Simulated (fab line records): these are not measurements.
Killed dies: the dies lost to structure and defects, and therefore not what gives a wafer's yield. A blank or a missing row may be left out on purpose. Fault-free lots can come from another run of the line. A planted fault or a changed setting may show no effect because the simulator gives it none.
Matching of chambers / flow n5Finfet / rieDiel-02 running N5_BEOL_M15_ETCH_59: 4 sister chambers
The step etches BARC in N2/H2, target depth 89 nm, overetch 26.7 nm, time 67.9 s. 8 wafers are shown with their chamber, then 11 later ones without.

EACH WAFER AND ITS CHAMBER
wafer=L082.6; chamber=3; drypumpMotorCurrentA (A)=5.9; showerheadPlenumPTorr (Torr)=2.60
wafer=L085.2; chamber=3; drypumpMotorCurrentA (A)=6.0; showerheadPlenumPTorr (Torr)=2.60
wafer=L086.2; chamber=1; drypumpMotorCurrentA (A)=6.0; showerheadPlenumPTorr (Torr)=2.68
wafer=L086.6; chamber=0; drypumpMotorCurrentA (A)=5.8; showerheadPlenumPTorr (Torr)=2.68
wafer=L088.1; chamber=0; drypumpMotorCurrentA (A)=5.8; showerheadPlenumPTorr (Torr)=2.68
wafer=L088.2; chamber=2; drypumpMotorCurrentA (A)=5.5; showerheadPlenumPTorr (Torr)=2.61
wafer=L088.3; chamber=1; drypumpMotorCurrentA (A)=6.0; showerheadPlenumPTorr (Torr)=2.67
wafer=L094.1; chamber=2; drypumpMotorCurrentA (A)=5.5; showerheadPlenumPTorr (Torr)=2.61

WAFERS WITHOUT THEIR CHAMBER
wafer=L094.5; drypumpMotorCurrentA (A)=5.9; showerheadPlenumPTorr (Torr)=2.59
wafer=L094.6; drypumpMotorCurrentA (A)=5.8; showerheadPlenumPTorr (Torr)=2.68
wafer=L095.1; drypumpMotorCurrentA (A)=6.0; showerheadPlenumPTorr (Torr)=2.67
wafer=L095.3; drypumpMotorCurrentA (A)=5.5; showerheadPlenumPTorr (Torr)=2.61
wafer=L095.4; drypumpMotorCurrentA (A)=6.0; showerheadPlenumPTorr (Torr)=2.59
wafer=L096.1; drypumpMotorCurrentA (A)=5.8; showerheadPlenumPTorr (Torr)=2.67
wafer=L096.3; drypumpMotorCurrentA (A)=6.0; showerheadPlenumPTorr (Torr)=2.67
wafer=L096.4; drypumpMotorCurrentA (A)=5.9; showerheadPlenumPTorr (Torr)=2.59
wafer=L097.2; drypumpMotorCurrentA (A)=5.8; showerheadPlenumPTorr (Torr)=2.67
wafer=L097.4; drypumpMotorCurrentA (A)=5.9; showerheadPlenumPTorr (Torr)=2.59
wafer=L097.5; drypumpMotorCurrentA (A)=5.5; showerheadPlenumPTorr (Torr)=2.61

WHICH CHAMBER EACH WENT THROUGH
wafer=L094.5; from the rows above=3; in truth=3
wafer=L094.6; from the rows above=0; in truth=0
wafer=L095.1; from the rows above=1; in truth=1
wafer=L095.3; from the rows above=2; in truth=2
wafer=L095.4; from the rows above=3; in truth=3
wafer=L096.1; from the rows above=0; in truth=0
wafer=L096.3; from the rows above=1; in truth=1
wafer=L096.4; from the rows above=3; in truth=3
wafer=L097.2; from the rows above=0; in truth=0
wafer=L097.4; from the rows above=3; in truth=3
wafer=L097.5; from the rows above=2; in truth=2
Correct placement for 11 of the 11. Number that these rows cannot place: 0. Placed wrongly: 0.
How it was worked out, from the rows above alone: a wafer's distance from a chamber is the root of the sum, over the readings, of the square of ((its reading less the chamber's mean) divided by the reading's scatter). The wafer belongs to the nearest chamber; if the next one is less than 2 further off, it can't be placed. A chamber's mean is the mean of its shown wafers. The scatter: the root of (the sum of the squares of (reading less its chamber's mean) over the shown wafers, divided by (wafers less chambers)).
